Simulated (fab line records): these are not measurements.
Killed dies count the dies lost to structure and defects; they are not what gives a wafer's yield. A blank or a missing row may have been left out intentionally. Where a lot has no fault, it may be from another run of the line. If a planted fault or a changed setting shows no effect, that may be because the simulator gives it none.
Which tool was responsible? | flow nand harc | 23 lots, 69 wafers sampled, at 6 steps of a route of 1302

## WHAT EACH GAUGE READ, for each wafer
NHARC_A_CONTACT_INSPECT_44.
lot  | measured     | on                | raw defect count
L074 | day 21 23:05 | defect inspect-02 | 116 106 96
L076 | day 22 15:43 | defect inspect-02 | 48 52 47
L078 | day 22 23:40 | defect inspect-01 | 55 54 54
L077 | day 23 00:32 | defect inspect-02 | 124 119 137
L079 | day 23 04:29 | defect inspect-02 | 60 85 59
L080 | day 23 20:11 | defect inspect-01 | 60 64 68
L081 | day 24 00:14 | defect inspect-02 | 60 77 75
L082 | day 24 21:23 | defect inspect-02 | 70 100 90
L083 | day 25 23:07 | defect inspect-02 | 88 89 101
L085 | day 26 00:41 | defect inspect-01 | 126 155 128
L084 | day 26 00:53 | defect inspect-02 | 57 63 57
L086 | day 27 04:02 | defect inspect-02 | 82 80 101
L087 | day 27 07:27 | defect inspect-02 | 73 82 105
L088 | day 27 08:16 | defect inspect-02 | 63 77 49
L089 | day 27 13:17 | defect inspect-01 | 105 105 94
L090 | day 27 20:34 | defect inspect-02 | 70 94 104
L091 | day 28 12:10 | defect inspect-01 | 117 103 102
L092 | day 28 13:31 | defect inspect-01 | 94 90 100
L093 | day 29 02:55 | defect inspect-02 | 68 60 51
L096 | day 29 18:42 | defect inspect-01 | 56 47 56
L095 | day 29 18:55 | defect inspect-02 | 93 97 126
L094 | day 30 09:29 | defect inspect-02 | 24 29 35
L097 | day 30 22:56 | defect inspect-01 | 78 92 87

NHARC_A_CONTACT_INSPECT_71.
lot  | measured     | on                | raw defect count
L074 | day 22 09:17 | defect inspect-01 | 120 106 96
L076 | day 23 05:23 | defect inspect-01 | 49 52 45
L078 | day 23 11:07 | defect inspect-02 | 54 59 55
L077 | day 23 11:31 | defect inspect-02 | 127 119 136
L079 | day 23 16:20 | defect inspect-02 | 62 90 63
L080 | day 24 09:59 | defect inspect-02 | 66 65 64
L081 | day 24 13:14 | defect inspect-02 | 60 79 77
L082 | day 25 07:51 | defect inspect-02 | 68 104 93
L083 | day 26 09:19 | defect inspect-02 | 88 91 103
L085 | day 26 14:33 | defect inspect-02 | 125 148 128
L084 | day 26 11:17 | defect inspect-01 | 58 60 62
L086 | day 27 14:28 | defect inspect-01 | 86 86 101
L087 | day 27 18:40 | defect inspect-01 | 76 88 114
L088 | day 27 21:59 | defect inspect-01 | 63 77 54
L089 | day 28 01:15 | defect inspect-01 | 100 107 95
L090 | day 28 07:13 | defect inspect-02 | 79 92 110
L091 | day 28 22:31 | defect inspect-02 | 121 111 105
L092 | day 29 00:41 | defect inspect-02 | 98 90 103
L093 | day 29 13:35 | defect inspect-02 | 63 65 54
L096 | day 30 06:43 | defect inspect-02 | 55 51 56
L095 | day 30 06:13 | defect inspect-01 | 104 105 142
L094 | day 30 21:14 | defect inspect-02 | 28 27 36
L097 | day 31 09:31 | defect inspect-02 | 87 98 85

## TOOL THAT RAN EACH LOT (tool first, then ch and the chambers of the sampled wafers, then the start)
lot  | NHARC_A_CONTACT_ETCH_49                       | NHARC_A_CONTACT_ETCH_50                       | NHARC_A_CONTACT_ETCH_51                       | NHARC_A_CONTACT_ETCH_90
L074 | rie diel-06 ch 1,3, day 22 04:02 or earlier   | rie diel-06 ch 1,2,3, day 22 04:02 or earlier | rie diel-06 ch 0,1,3, day 22 04:02 or earlier | rie diel-06 ch 0,1,3, day 22 04:02
L076 | rie diel-12 ch 0,1,2, day 22 20:58 or earlier | rie diel-12 ch 0,1,2, day 22 20:58 or earlier | rie diel-12 ch 0,2,3, day 22 20:58 or earlier | rie diel-06 ch 0,1,3, day 22 20:58
L078 | rie diel-06 ch 0,1,2, day 23 04:40 or earlier | rie diel-06 ch 2,3, day 23 04:40 or earlier   | rie diel-06 ch 0,1,3, day 23 04:40 or earlier | rie diel-06 ch 0,1,3, day 23 04:40
L077 | rie diel-12 ch 0,1, day 23 05:29 or earlier   | rie diel-12 ch 0,1, day 23 05:29 or earlier   | rie diel-12 ch 0,1,3, day 23 05:29 or earlier | rie diel-06 ch 1,3, day 23 05:29
L079 | rie diel-12 ch 1,2,3, day 23 09:32 or earlier | rie diel-12 ch 1,2,3, day 23 09:32 or earlier | rie diel-12 ch 0,2, day 23 09:32 or earlier   | rie diel-12 ch 0,2,3, day 23 09:32
L080 | rie diel-03 ch 0,1,2, day 24 01:08 or earlier | rie diel-03 ch 0,1,3, day 24 01:08 or earlier | rie diel-03 ch 0,1,2, day 24 01:08 or earlier | rie diel-12 ch 0,1,2, day 24 01:08
L081 | rie diel-06 ch 0,2,3, day 24 05:12 or earlier | rie diel-06 ch 0,1,3, day 24 05:12 or earlier | rie diel-06 ch 0,2,3, day 24 05:12 or earlier | rie diel-12 ch 0,1,2, day 24 05:12
L082 | rie diel-12 ch 0,1,3, day 25 02:39 or earlier | rie diel-12 ch 0,1,2, day 25 02:39 or earlier | rie diel-12 ch 0,2,3, day 25 02:39 or earlier | rie diel-12 ch 0,1,2, day 25 02:39
L083 | rie diel-06 ch 1,2,3, day 26 04:04 or earlier | rie diel-06 ch 1,2,3, day 26 04:04 or earlier | rie diel-06 ch 0,1,3, day 26 04:04 or earlier | rie diel-12 ch 1,2,3, day 26 04:04
L085 | rie diel-12 ch 0,1,2, day 26 06:41 or earlier | rie diel-12 ch 0,1,3, day 26 06:41 or earlier | rie diel-12 ch 0,3, day 26 06:41 or earlier   | rie diel-12 ch 0,1,3, day 26 06:41
L084 | rie diel-06 ch 0,1,2, day 26 06:01 or earlier | rie diel-06 ch 1,2,3, day 26 06:01 or earlier | rie diel-06 ch 1,2,3, day 26 06:01 or earlier | rie diel-12 ch 0,1,2, day 26 06:01
L086 | rie diel-03 ch 0,2,3, day 27 09:04 or earlier | rie diel-03 ch 0,1,2, day 27 09:04 or earlier | rie diel-03 ch 0,1, day 27 09:04 or earlier   | rie diel-12 ch 0,1,2, day 27 09:04
L087 | rie diel-12 ch 0,1,3, day 27 12:23 or earlier | rie diel-12 ch 1,2,3, day 27 12:23 or earlier | rie diel-12 ch 0,1,2, day 27 12:23 or earlier | rie diel-12 ch 0,1,2, day 27 12:23
L088 | rie diel-03 ch 1,2, day 27 16:01 or earlier   | rie diel-03 ch 0,2,3, day 27 16:01 or earlier | rie diel-03 ch 0,2,3, day 27 16:01 or earlier | rie diel-12 ch 1,2,3, day 27 16:01
L089 | rie diel-12 ch 2,3, day 27 19:08 or earlier   | rie diel-12 ch 2,3, day 27 19:08 or earlier   | rie diel-12 ch 0,2,3, day 27 19:08 or earlier | rie diel-12 ch 0,2,3, day 27 19:08
L090 | rie diel-12 ch 0,1,3, day 28 01:32 or earlier | rie diel-12 ch 0,2,3, day 28 01:32 or earlier | rie diel-12 ch 0,1,2, day 28 01:32 or earlier | rie diel-12 ch 2,3, day 28 01:32
L091 | rie diel-12 ch 0,1,3, day 28 17:08 or earlier | rie diel-12 ch 0,2,3, day 28 17:08 or earlier | rie diel-12 ch 1,3, day 28 17:08 or earlier   | rie diel-12 ch 1,2, day 28 17:08
L092 | rie diel-12 ch 0,1,3, day 28 18:31 or earlier | rie diel-12 ch 0,1,3, day 28 18:31 or earlier | rie diel-12 ch 0,1,2, day 28 18:31 or earlier | rie diel-12 ch 2,3, day 28 18:31
L093 | rie diel-06 ch 1,2, day 29 07:52 or earlier   | rie diel-06 ch 0,1,3, day 29 07:52 or earlier | rie diel-06 ch 1,2, day 29 07:52 or earlier   | rie diel-12 ch 1,2, day 29 07:52
L096 | rie diel-12 ch 1,2,3, day 30 00:32 or earlier | rie diel-12 ch 0,1,3, day 30 00:32 or earlier | rie diel-12 ch 0,1,2, day 30 00:32 or earlier | rie diel-03 ch 0,2, day 30 00:32
L095 | rie diel-03 ch 1,2, day 29 23:50 or earlier   | rie diel-03 ch 0,1,2, day 29 23:50 or earlier | rie diel-03 ch 0,1,3, day 29 23:50 or earlier | rie diel-12 ch 0,1,2, day 29 23:50
L094 | rie diel-12 ch 1,2, day 30 14:26 or earlier   | rie diel-12 ch 0,3, day 30 14:26 or earlier   | rie diel-12 ch 1,3, day 30 14:26 or earlier   | rie diel-12 ch 0,1,3, day 30 14:26
L097 | rie diel-06 ch 0,3, day 31 04:14 or earlier   | rie diel-06 ch 2,3, day 31 04:14 or earlier   | rie diel-06 ch 1,3, day 31 04:14 or earlier   | rie diel-12 ch 1,3, day 31 04:14
- NHARC_A_CONTACT_ETCH_49: etches the open film in N2/H2, target depth 260 nm, time 475.3 s.
- NHARC_A_CONTACT_ETCH_50: etches the open film in CF4/CHF3, target depth 121 nm, time 60.5 s.
- NHARC_A_CONTACT_ETCH_51: etches the open film in O2/COS, target depth 7000 nm, time 1820 s.
- NHARC_A_CONTACT_ETCH_90: etches the open film in CH3F/O2, target depth 40 nm, time 85.7 s.

## AS READ BY THE TOOLS THEMSELVES (means over the sampled wafers that have a number; for cases with no such wafer, the mark the record gives instead)
NHARC_A_CONTACT_ETCH_49.
lot  | tool        | drypump motor current A (A) | oes product au (a.u.) | rf vpp V (V) | showerhead plenum p Torr (Torr) | throttle valve pct (%)
L074 | rie diel-06 | 5.2                         | 1.002                 | 432          | 2.12                            | 14.162
L076 | rie diel-12 | 5.5                         | 0.999                 | 429          | 1.96                            | 14.178
L078 | rie diel-06 | 5.3                         | 0.998                 | 433          | 2.11                            | 14.180
L077 | rie diel-12 | 5.6                         | 1.005                 | 428          | 1.99                            | 14.162
L079 | rie diel-12 | 5.8                         | 1.006                 | 430          | 2.01                            | 14.165
L080 | rie diel-03 | 5.9                         | 1.004                 | 431          | 2.03                            | 14.180
L081 | rie diel-06 | 5.5                         | 0.987                 | 435          | 2.18                            | 14.177
L082 | rie diel-12 | 5.6                         | 0.988                 | 430          | 2.02                            | 14.167
L083 | rie diel-06 | 5.3                         | 1.002                 | 432          | 2.11                            | 14.186
L085 | rie diel-12 | 5.5                         | 0.994                 | 427          | 1.95                            | 14.171
L084 | rie diel-06 | 5.3                         | 0.999                 | 432          | 2.10                            | 14.169
L086 | rie diel-03 | 6.0                         | 0.990                 | 429          | 1.98                            | 14.174
L087 | rie diel-12 | 5.6                         | 0.994                 | 431          | 2.02                            | 14.170
L088 | rie diel-03 | 5.8                         | 0.999                 | 432          | 2.06                            | 14.174
L089 | rie diel-12 | 5.8                         | 1.016                 | 428          | 1.97                            | 14.164
L090 | rie diel-12 | 5.6                         | 0.993                 | 430          | 2.02                            | 14.173
L091 | rie diel-12 | 5.6                         | 0.995                 | 430          | 2.02                            | 14.174
L092 | rie diel-12 | 5.6                         | 0.999                 | 430          | 2.02                            | 14.169
L093 | rie diel-06 | 5.2                         | 1.017                 | 430          | 2.02                            | 14.171
L096 | rie diel-12 | 5.9                         | 0.999                 | 429          | 2.00                            | 14.162
L095 | rie diel-03 | 5.8                         | 0.994                 | 431          | 2.06                            | 14.169
L094 | rie diel-12 | 5.8                         | 1.006                 | 428          | 1.93                            | 14.160
L097 | rie diel-06 | 5.4                         | 0.999                 | 433          | 2.16                            | 14.174

NHARC_A_CONTACT_ETCH_50.
lot  | tool        | drypump motor current A (A) | oes product au (a.u.) | rf vpp V (V) | showerhead plenum p Torr (Torr) | throttle valve pct (%)
L074 | rie diel-06 | 5.3                         | 0.967                 | 372.0        | 1.63                            | 16.804
L076 | rie diel-12 | 5.5                         | 0.982                 | 368.9        | 1.51                            | 16.799
L078 | rie diel-06 | 5.5                         | 0.954                 | 373.3        | 1.68                            | 16.794
L077 | rie diel-12 | 5.2                         | 0.927                 | 369.3        | 1.52                            | 16.797
L079 | rie diel-12 | 5.8                         | 0.963                 | 369.6        | 1.55                            | 16.799
L080 | rie diel-03 | 5.8                         | 0.972                 | 369.4        | 1.53                            | 16.809
L081 | rie diel-06 | 5.2                         | 0.928                 | 372.5        | 1.62                            | 16.804
L082 | rie diel-12 | 5.5                         | 0.948                 | 367.9        | 1.51                            | 16.799
L083 | rie diel-06 | 5.3                         | 0.929                 | 371.2        | 1.62                            | 16.807
L085 | rie diel-12 | 5.6                         | 0.920                 | 370.6        | 1.56                            | 16.805
L084 | rie diel-06 | 5.3                         | 0.930                 | 372.1        | 1.62                            | 16.796
L086 | rie diel-03 | 5.9                         | 0.923                 | 369.4        | 1.56                            | 16.809
L087 | rie diel-12 | 5.8                         | 0.976                 | 370.5        | 1.55                            | 16.810
L088 | rie diel-03 | 6.0                         | 0.914                 | 369.0        | 1.53                            | 16.800
L089 | rie diel-12 | 5.8                         | 0.986                 | 369.2        | 1.52                            | 16.805
L090 | rie diel-12 | 5.5                         | 0.952                 | 369.2        | 1.53                            | 16.802
L091 | rie diel-12 | 5.5                         | 0.957                 | 369.4        | 1.53                            | 16.800
L092 | rie diel-12 | 5.6                         | 0.972                 | 370.4        | 1.56                            | 16.806
L093 | rie diel-06 | 5.2                         | 0.968                 | 371.1        | 1.61                            | 16.809
L096 | rie diel-12 | 5.6                         | 0.972                 | 370.1        | 1.56                            | 16.808
L095 | rie diel-03 | 5.9                         | 0.969                 | 369.8        | 1.55                            | 16.812
L094 | rie diel-12 | 5.2                         | 0.933                 | 369.6        | 1.55                            | 16.810
L097 | rie diel-06 | 5.6                         | 0.936                 | 373.2        | 1.66                            | 16.809

NHARC_A_CONTACT_ETCH_51.
lot  | tool        | drypump motor current A (A) | oes product au (a.u.) | rf vpp V (V) | showerhead plenum p Torr (Torr) | throttle valve pct (%)
L074 | rie diel-06 | 5.2                         | 1.000                 | 315.4        | 3.23                            | 28.332
L076 | rie diel-12 | 5.5                         | 0.994                 | 312.8        | 3.05                            | 28.329
L078 | rie diel-06 | 5.2                         | 0.997                 | 315.9        | 3.22                            | 28.328
L077 | rie diel-12 | 5.6                         | 0.991                 | 313.5        | 3.10                            | 28.326
L079 | rie diel-12 | 5.4                         | 1.008                 | 311.9        | 2.95                            | 28.336
L080 | rie diel-03 | 5.9                         | 1.005                 | 313.3        | 3.10                            | 28.330
L081 | rie diel-06 | 5.5                         | 0.980                 | 317.1        | 3.32                            | 28.328
L082 | rie diel-12 | 5.5                         | 1.006                 | 313.2        | 3.05                            | 28.335
L083 | rie diel-06 | 5.2                         | 1.000                 | 315.5        | 3.21                            | 28.329
L085 | rie diel-12 | 5.6                         | 0.993                 | 313.5        | 3.15                            | 28.323
L084 | rie diel-06 | 5.3                         | 1.005                 | 315.9        | 3.22                            | 28.335
L086 | rie diel-03 | 5.8                         | 1.001                 | 313.6        | 3.09                            | 28.333
L087 | rie diel-12 | 5.5                         | 1.010                 | 312.6        | 3.00                            | 28.327
L088 | rie diel-03 | 6.0                         | 0.993                 | 312.2        | 3.03                            | 28.335
L089 | rie diel-12 | 5.5                         | 0.996                 | 313.3        | 3.04                            | 28.332
L090 | rie diel-12 | 5.5                         | 1.008                 | 312.0        | 3.00                            | 28.323
L091 | rie diel-12 | 5.9                         | 0.995                 | 313.6        | 3.12                            | 28.332
L092 | rie diel-12 | 5.5                         | 1.001                 | 312.2        | 2.99                            | 28.330
L093 | rie diel-06 | 5.1                         | 1.011                 | 313.1        | 3.10                            | 28.331
L096 | rie diel-12 | 5.5                         | 1.004                 | 312.8        | 2.99                            | 28.324
L095 | rie diel-03 | 5.9                         | 1.004                 | 312.4        | 3.03                            | 28.326
L094 | rie diel-12 | 5.9                         | 0.994                 | 315.2        | 3.16                            | 28.334
L097 | rie diel-06 | 5.1                         | 1.018                 | 314.0        | 3.09                            | 28.326

NHARC_A_CONTACT_ETCH_90.
lot  | tool        | ch3f flow sccm (sccm) | drypump motor current A (A) | oes product au (a.u.) | rf vpp V (V) | showerhead plenum p Torr (Torr) | throttle valve pct (%)
L074 | rie diel-06 | 49.98                 | 5.2                         | 0.94                  | 245.9        | 2.54                            | 20.665
L076 | rie diel-06 | 50.02                 | 5.2                         | 1.00                  | 246.7        | 2.54                            | 20.663
L078 | rie diel-06 | 50.12                 | 5.3                         | 0.92                  | 245.2        | 2.54                            | 20.657
L077 | rie diel-06 | 49.95                 | 5.2                         | 1.00                  | 245.3        | 2.55                            | 20.663
L079 | rie diel-12 | 50.01                 | 5.5                         | 0.92                  | 243.2        | 2.40                            | 20.650
L080 | rie diel-12 | 50.03                 | 5.5                         | 0.93                  | 243.3        | 2.36                            | 20.659
L081 | rie diel-12 | 50.01                 | 5.5                         | 0.99                  | 242.0        | 2.36                            | 20.659
L082 | rie diel-12 | 50.16                 | 5.5                         | 0.92                  | 243.8        | 2.36                            | 20.666
L083 | rie diel-12 | 49.91                 | 5.8                         | 0.98                  | 243.8        | 2.42                            | 20.665
L085 | rie diel-12 | 50.02                 | 5.6                         | 0.92                  | 243.6        | 2.44                            | 20.671
L084 | rie diel-12 | 49.87                 | 5.5                         | 1.00                  | 242.5        | 2.36                            | 20.658
L086 | rie diel-12 | 50.10                 | 5.5                         | 1.00                  | 243.5        | 2.36                            | 20.671
L087 | rie diel-12 | 49.76                 | 5.5                         | 0.93                  | 242.3        | 2.36                            | 20.662
L088 | rie diel-12 | 49.99                 | 5.8                         | 1.00                  | 243.4        | 2.41                            | 20.670
L089 | rie diel-12 | 50.05                 | 5.5                         | 0.94                  | 243.6        | 2.39                            | 20.652
L090 | rie diel-12 | 50.07                 | 5.8                         | 0.94                  | 242.8        | 2.37                            | 20.655
L091 | rie diel-12 | 49.99                 | 5.8                         | 0.94                  | 243.3        | 2.33                            | 20.667
L092 | rie diel-12 | 50.28                 | 5.8                         | 0.93                  | 242.9        | 2.37                            | 20.663
L093 | rie diel-12 | 49.91                 | 5.8                         | 1.01                  | 242.9        | 2.33                            | 20.666
L096 | rie diel-03 | 49.83                 | 6.0                         | 0.98                  | 243.1        | 2.42                            | 20.668
L095 | rie diel-12 | 49.93                 | 5.5                         | 1.01                  | 242.5        | 2.35                            | 20.673
L094 | rie diel-12 | 50.09                 | 5.6                         | 0.93                  | 244.4        | 2.43                            | 20.671
L097 | rie diel-12 | 50.14                 | 6.0                         | 0.99                  | 244.9        | 2.46                            | 20.660

## THE ANSWER, worked out from the rows above alone
Rule: usual is defined by the lots themselves. The widest of any qualifying gaps counts: lots, ordered by their means at a reading, are off when they make up no more than a third of the lots, leave a main group of 4 or more, and stand apart from it by 3 or more times the standard deviation of that group's means. Not used: any main group whose means are identical at the precision the tables above print for the reading. A lot without any number at a reading at which 4 lots or more have one is off too. Any other lot the step has rows for is counted as sound. Order of review: gauges by route order, followed by the tools' own readings, for which a lot's mean as printed above is used. At the first step where some lot is off, the reading lying furthest off is the one used; lots without a number count as furthest.
No lot is off on any of the readings shown, so nothing can be concluded from this.

## WHAT THE SIMULATOR HAD PUT IN
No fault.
